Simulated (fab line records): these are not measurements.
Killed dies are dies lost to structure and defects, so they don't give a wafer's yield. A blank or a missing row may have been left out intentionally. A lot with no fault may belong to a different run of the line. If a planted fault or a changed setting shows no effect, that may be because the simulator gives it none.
2 desks, one fault | flow nand harc | each desk holds nothing but its own numbers, with what lay behind them at the end

== DESK OF THE TOOL OWNER: furnace-06 ==
At NHARC_A_ONON_D1_ANNEAL_15 (time 3600 s), the tool's own readings, given per lot that ran on this tool as the mean of the sampled wafers with a number. Marked OUT: a lot whose mean sits more than 4 standard deviations from the usual mean, which makes it out of limits; the brackets give that distance.
Columns: A = run length s at NHARC_A_ONON_D1_ANNEAL_15, usual 3628 s; B = spike tc bottom C at NHARC_A_ONON_D1_ANNEAL_15, usual 765.9 C; C = zone power top pct at NHARC_A_ONON_D1_ANNEAL_15, usual 25.0 %
lot  | first seen here | A    | B     | C
L437 | day 8 07:56     | 3621 | 767.5 | 25.5
L438 | day 8 07:56     | 3624 | 766.3 | 25.8
L449 | day 10 22:39    | 3629 | 766.8 | 25.6
L450 | day 10 22:39    | 3629 | 768.1 | 25.2
L447 | day 11 10:57    | 3620 | 767.5 | 25.5
L459 | day 13 09:13    | 3632 | 767.6 | 25.3
L458 | day 13 21:19    | 3626 | 767.5 | 25.4
Result from this desk: across the 7 lots, nothing is out of limits.

== FROM THE METROLOGY DESK ==
What the gauges read for every lot (on any tool): the sampled wafers with a number, averaged. Marked OUT: a lot whose mean sits more than 4 standard deviations from the usual mean, which makes it out of limits; the brackets give that distance.
Columns: A = thk nm at NHARC_P_BONDPAD_THK_MEAS_33, usual 200.4 nm
lot  | first seen here | A
L436 | day 6 13:58     | 202.8
L438 | day 6 20:11     | 201.4
L437 | day 6 20:50     | 199.7
L439 | day 7 01:01     | 199.9
L441 | day 7 05:41     | 200.7
L440 | day 7 09:03     | 200.2
L445 | day 8 15:29     | 201.5
L449 | day 9 10:48     | 199.0
L450 | day 9 11:05     | 199.9
L447 | day 10 00:20    | 198.3
L456 | day 11 09:59    | 198.6
L459 | day 11 23:40    | 199.6
L457 | day 12 00:19    | 201.4
L458 | day 12 05:41    | 200.4
Result from this desk: across the 14 lots, nothing is out of limits.

== PUT TOGETHER ==
The desk of the tool owner found nothing out of limits.
Nothing out of limits was seen by the metrology desk.

== WHAT WAS PUT IN BY THE SIMULATOR ==
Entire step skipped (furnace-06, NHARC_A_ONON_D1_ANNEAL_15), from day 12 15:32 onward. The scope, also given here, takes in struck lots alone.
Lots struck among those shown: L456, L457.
